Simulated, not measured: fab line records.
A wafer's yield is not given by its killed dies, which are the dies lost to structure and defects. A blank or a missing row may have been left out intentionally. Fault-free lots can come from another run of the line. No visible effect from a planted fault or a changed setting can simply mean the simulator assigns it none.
Chamber matching + flow n5 finfet + cvd co-02 running N5_BEOL_M2_PRE_CLEAN_60: 3 sister chambers
The step time 15 s. 16 wafers are shown with their chamber, then 7 later ones without.

WAFERS WITH THEIR CHAMBER
| wafer  | chamber | heater power w (W) | heater power outer w (W) |
|--------|---------|--------------------|--------------------------|
| L446.1 | 0       | 82                 | 18                       |
| L446.2 | 1       | 30                 | 0                        |
| L446.3 | 2       | 102                | 31                       |
| L447.2 | 1       | 29                 | 0                        |
| L447.4 | 1       | 29                 | 0                        |
| L447.5 | 0       | 84                 | 19                       |
| L452.1 | 2       | 102                | 29                       |
| L452.2 | 1       | 30                 | 0                        |
| L452.5 | 1       | 30                 | 0                        |
| L458.2 | 2       | 103                | 31                       |
| L458.3 | 1       | 30                 | 0                        |
| L458.5 | 1       | 30                 | 0                        |
| L460.2 | 2       | 102                | 31                       |
| L460.3 | 0       | 83                 | 19                       |
| L460.5 | 0       | 82                 | 19                       |
| L462.2 | 1       | 30                 | 0                        |

SIGNATURES (means of the wafers above)
| reading              | chamber 0 | chamber 1 | chamber 2 | scatter within a chamber |
|----------------------|-----------|-----------|-----------|--------------------------|
| heater power w       | 82.75     | 29.75     | 102.25    | 0.62                     |
| heater power outer w | 18.75     | 0.00      | 30.50     | 0.537                    |
Rule: for each reading, subtract the chamber's mean from the wafer's reading, divide by that reading's scatter and square the result; add these up over the readings and take the root, which gives the wafer's distance from the chamber. The wafer belongs to the nearest chamber; if the next one is less than 2 further off, it can't be placed. How the scatter is found: for the shown wafers, subtract from each reading the mean of its chamber, square and add these, divide the total by (wafers less chambers), then take the root.

WAFERS WITHOUT THEIR CHAMBER
| wafer  | heater power w (W) | heater power outer w (W) |
|--------|--------------------|--------------------------|
| L462.5 | 30                 | 0                        |
| L463.1 | 30                 | 0                        |
| L463.2 | 83                 | 19                       |
| L463.3 | 104                | 30                       |
| L465.1 | 101                | 31                       |
| L465.3 | 30                 | 0                        |
| L465.4 | 105                | 31                       |

CHAMBER TAKEN BY EACH
| wafer  | from the rows above | in truth |
|--------|---------------------|----------|
| L462.5 | 1                   | 1        |
| L463.1 | 1                   | 1        |
| L463.2 | 0                   | 0        |
| L463.3 | 2                   | 2        |
| L465.1 | 2                   | 2        |
| L465.3 | 1                   | 1        |
| L465.4 | 2                   | 2        |
Correctly placed: 7 of 7. Not placeable from these rows: 0. Wrongly placed: 0.
